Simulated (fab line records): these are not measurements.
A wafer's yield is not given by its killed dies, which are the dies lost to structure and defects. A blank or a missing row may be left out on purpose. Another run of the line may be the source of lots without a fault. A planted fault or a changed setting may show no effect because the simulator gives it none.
2 desks, one fault -- flow n5Finfet -- each desk has only its own numbers; what lay behind them comes last

== AT THE METROLOGY DESK ==
Lot by lot, what the gauges showed, no matter which tool ran the lot: averages of those sampled wafers that carry a number. Any lot whose mean is over 4 standard deviations away from the usual mean is out of limits and marked OUT; that distance is given in the brackets. Of its 17 readings 7 are shown: the one that was out of limits first, and those that lie furthest out on some lot.
Columns: A = thkNm at N5_SD_EPI_N_EPI_MEAS_23, usual 58.9 nm; B = RS_SD_N at N5_SD_ACTIVATION_RS_MEAS_03, usual 22.0 ohm/sq; C = RS_SD_P at N5_SD_ACTIVATION_RS_MEAS_03, usual 56.1 ohm/sq; D = ION_N at N5_BEOL_M4_RC_MEAS_101, usual 673 uA/um; E = ION_P at N5_BEOL_M4_RC_MEAS_101, usual 462 uA/um; F = REXT_N at N5_BEOL_M4_RC_MEAS_101, usual 74.7 ohm.um; G = RS_SD_N at N5_BEOL_M4_RC_MEAS_101, usual 28.5 ohm/sq
lot,first seen here,A,B,C,D,E,F,G
L523,day 3 07:04,59.7,22.1,56.7,677,459,78.5,28.7
L530,day 5 03:29,60.8,21.6,56.3,665,460,75.1,28.0
L533,day 5 18:31,54.2,24.5 (+8.4) OUT,56.4,672,462,80.2,31.7 (+9.1) OUT
L534,day 5 22:45,53.8 (-4.2) OUT,24.3 (+7.7) OUT,56.3,660,456,76.2,31.4 (+8.3) OUT
L539,day 7 03:43,53.4 (-4.6) OUT,24.4 (+8.0) OUT,56.6,679,465,79.2,31.7 (+9.0) OUT
L540,day 7 11:44,58.1,22.6,57.0,680,464,76.6,29.2
L542,day 8 05:39,58.4,22.3,57.0,677,462,74.5,29.0
L543,day 8 12:29,60.0,21.9,55.5,676,460,75.2,28.4
L545,day 8 17:11,59.1,21.7,55.4,675,472,73.9,28.4
This desk's verdict: out of limits on L533, L534, L539, starting with L534 at day 6 03:42 (thkNm at N5_SD_EPI_N_EPI_MEAS_23). L523, L530, L540, L542, L543, L545 stayed within limits.

== DESK OF THE TOOL OWNER: epiRpcvd-03 ==
The tool's own readings at N5_SD_EPI_N_EPI_21 (deposits Si:P, time 690 s): means of the sampled wafers that have a number, for each lot that ran on this tool. Any lot whose mean is over 4 standard deviations away from the usual mean is out of limits and marked OUT; that distance is given in the brackets.
Columns: A = susceptorTempC at N5_SD_EPI_N_EPI_21, usual 680.02 C
lot,first seen here,A
L523,day 3 10:44,680.33
L530,day 5 07:21,679.84
L533,day 5 21:43,680.31
L534,day 6 02:16,680.47
L539,day 7 07:17,680.06
Finding of this desk: none of the 5 lots has anything out of limits.

== ALL TOGETHER ==
On L533, L534, L539, the metrology desk was in a position to raise an alarm at day 6 03:42.
Nothing out of limits was seen by the tool owner's desk.
The tool owner's desk has L533, L534, L539 on record, within its limits.
Of the lots named, all ran N5_SD_EPI_N_EPI_21 on epiRpcvd-03.

== WHAT THE SIMULATOR PUT IN ==
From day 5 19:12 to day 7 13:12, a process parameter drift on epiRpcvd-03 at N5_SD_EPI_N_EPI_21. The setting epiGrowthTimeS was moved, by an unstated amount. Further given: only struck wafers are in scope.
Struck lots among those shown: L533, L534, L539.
Per desk, hours elapsed from the start of the fault to the first reading out of limits: for the metrology desk, 8.
